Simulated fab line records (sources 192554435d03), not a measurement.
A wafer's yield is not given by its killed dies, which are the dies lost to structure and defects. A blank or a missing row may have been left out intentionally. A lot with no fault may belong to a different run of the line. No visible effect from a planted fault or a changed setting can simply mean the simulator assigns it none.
Split-lot trial ; flow n5_finfet ; 21 wafers read from 7 lots, route of 1938 steps

ABOUT THE SPLIT
At N5_BEOL_M14_SPUTTER_43 (material TaN, target thk 15 nm, time 24.19 s), the setting power_w was moved away from the recipe's 15000 W on 6 of the 21 wafers read, by -5.2% to +12.1%. This setting was run at the recipe's value on the other wafers.

The split's own step is where the reading is taken.

THE READING
TaN_of_BEOL_M14_SPUTTER_43.thk_nm (the simulator's own value, which no gauge read), in nm, at N5_BEOL_M14_SPUTTER_43 (material TaN, target thk 15 nm, time 24.19 s). There is no usual value for it anywhere in the file. The 15 wafers here that ran the recipe average 15.1 nm, standard deviation 0.11 nm.

wafer;tool, chamber at the split;power_w as run, W;against the recipe;TaN_of_BEOL_M14_SPUTTER_43.thk_nm, nm;against lot-mates on the recipe
L076.2;pvd_sputter-03, -;14220;-5.2%;14;no lot-mate on the recipe
L076.3;pvd_sputter-03, -;14220;-5.2%;14.4;no lot-mate on the recipe
L076.4;pvd_sputter-03, -;14220;-5.2%;14.2;no lot-mate on the recipe
L074.1;pvd_sputter-02, -;15000;recipe;15;-
L074.3;pvd_sputter-02, -;16820;+12.1%;16.8;+1.7
L074.6;pvd_sputter-02, -;15000;recipe;15.2;-
L078.4;pvd_sputter-01, -;15000;recipe;15;-
L078.6;pvd_sputter-01, -;15000;recipe;15;-
L078.5;pvd_sputter-01, -;15000;recipe;15.2;-
L082.2;pvd_sputter-01, -;15000;recipe;15.2;-
L082.6;pvd_sputter-01, -;15000;recipe;15.2;-
L082.4;pvd_sputter-01, -;15000;recipe;15.4;-
L085.3;pvd_sputter-01, -;14320;-4.5%;14.4;-0.6
L085.4;pvd_sputter-01, -;15000;recipe;15;-
L085.5;pvd_sputter-01, -;14320;-4.5%;14.2;-0.8
L084.2;pvd_sputter-02, -;15000;recipe;15.2;-
L084.4;pvd_sputter-02, -;15000;recipe;15.2;-
L084.6;pvd_sputter-02, -;15000;recipe;15.2;-
L093.1;pvd_sputter-01, -;15000;recipe;15;-
L093.4;pvd_sputter-01, -;15000;recipe;15.2;-
L093.6;pvd_sputter-01, -;15000;recipe;15.2;-

FIT RESULTS
A straight line over all 21 wafers: TaN_of_BEOL_M14_SPUTTER_43.thk_nm changes by +0.156 nm for each +1% of power_w; r = +0.97; the points scatter about the line by 0.15 nm.
The same after taking each lot's own level away (the mean of its wafers on the recipe; 18 wafers): +0.143 nm for each +1%; r = +0.98; scatter 0.089 nm.
According to that fit, moving power_w by its largest amount changes the reading by 1.7 nm.
From 15.00 to 15.27 nm: that is the span of the lots' own levels, equal to 2.3 times the standard deviation above.
The two slopes are in agreement: the lot-to-lot level therefore moves the slope only a little.
Check: +1.87 nm against its lot-mates is what the line predicts for one of the wafers moved furthest among these (+12.1%) when that wafer is left out of the fit. Against them it came out at +1.7 nm.

OTHER SPLITS ON THESE WAFERS
Note: prior to the reading, these wafers also went through further splits. Each is held against what the fit with the lots' levels taken away leaves over:
other split on the same wafers;wafers away from the commonest value;r with TaN_of_BEOL_M14_SPUTTER_43.thk_nm (lot level and that fit taken away)
N5_BEOL_M13_CMP_49 down_force_psi;11;+0.12
N5_BEOL_M14_COAT_58 spin_rpm;6;+0.02

THE FILE'S OWN FIT
TaN_of_BEOL_M14_SPUTTER_43.thk_nm changes by +0.142 nm for each +1% of power_w, r = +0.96.
